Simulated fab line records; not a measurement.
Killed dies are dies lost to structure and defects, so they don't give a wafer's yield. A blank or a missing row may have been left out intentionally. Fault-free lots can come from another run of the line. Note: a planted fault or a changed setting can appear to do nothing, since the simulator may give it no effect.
A struck lot beside a sound one || flow nand harc || 14 out of 1302 route steps
Sound: wafers L267.4, L267.5, L267.6. Wafers L253.1, L253.2, L253.4 were the ones struck. Last of all comes the cause.
Per side, at each step with rows, come the tool, then ch with its chambers, and then its first start. Under that, the readings that differ: sound wafers || struck wafers || difference of the means || sigmas: that difference in standard deviations of wafers without a fault.
alike: words and numbers the same on both sides, and readings whose means are apart by under 2 such deviations; not compared: readings that were withheld, readings missing a value for some wafer, numbers with overlapping values and no deviation given by the record, and bounds like >300 which may hide the same value.
The two part at a step that has a row with sigmas, a row that says differs or no value, or rows on one side only. Non-overlapping numbers with no deviation appear without sigmas and do not part them. A reading missing from all wafers of one side parts the sides only when that side holds two or more wafers.

first, 5 steps without rows for these wafers: NHARC_A_ZERO_WELL_SOFTBAKE_05 (time 70 s); NHARC_A_ZERO_WELL_EBR_06; NHARC_A_ZERO_WELL_EXPOSE_07 (exposes mask A ZERO); NHARC_A_ZERO_WELL_PEB_08 (peb time 80 s); NHARC_A_ZERO_WELL_DEVELOP_09 (time 50 s).
NHARC_A_ZERO_WELL_CD_MEAS_10: target cd 2000 nm.
  sound on cd sem-02 ch 0, day 14 14:48; struck on cd sem-02 ch 0, day 8 08:26
  alike: cd nm
then, 1 step without rows for these wafers: NHARC_A_ZERO_WELL_HARDBAKE_11 (time 65 s).
NHARC_A_ZERO_WELL_DESCUM_12: chemistry O2, time 3 s.
  sound on rie diel-06 ch 0,2,3, day 14 14:58; struck on rie diel-06 ch 0,1,3, day 8 08:36
  alike: drypump motor current A, oes product au, rf vpp V, showerhead plenum p Torr, throttle valve pct
  not compared: rf hours counter h
NHARC_A_ZERO_WELL_ETCH_19: etches the open film in N2/H2, target depth 80 nm, overetch 24 nm, time 87.88 s.
  sound on rie diel-06 ch 0,2,3, day 14 15:03; struck on rie diel-06 ch 0,2,3, day 8 08:41
  alike: drypump motor current A, oes product au, rf vpp V, showerhead plenum p Torr, throttle valve pct
  not compared: rf hours counter h
NHARC_A_ZERO_WELL_ETCH_13: etches the open film in HBr/Cl2, target depth 120 nm, time 40.1 s.
  sound on rie si-05 ch 1,2, day 14 15:10; struck on rie si-01 ch 0,1,2, day 8 08:48
  alike: drypump motor current A, he backside leak sccm, oes product au, throttle valve pct
  not compared: rf hours counter h
then, 1 step without rows for these wafers: NHARC_A_ZERO_WELL_STRIP_14 (strips in SPM, time 900 s).
NHARC_A_ZERO_WELL_IMPLANT_15:
  sound on implanter-02 ch 0, day 14 15:47; struck on implanter-01 ch 0, day 8 09:46
  alike: faraday current uA
then, 2 steps without rows for these wafers: NHARC_A_ZERO_WELL_PRECLEAN_22 (cleans in SC1, time 60 s); NHARC_END_SORT_01.

WHERE THEY PART
Nowhere in this record.

WHY: whatever the simulator had introduced
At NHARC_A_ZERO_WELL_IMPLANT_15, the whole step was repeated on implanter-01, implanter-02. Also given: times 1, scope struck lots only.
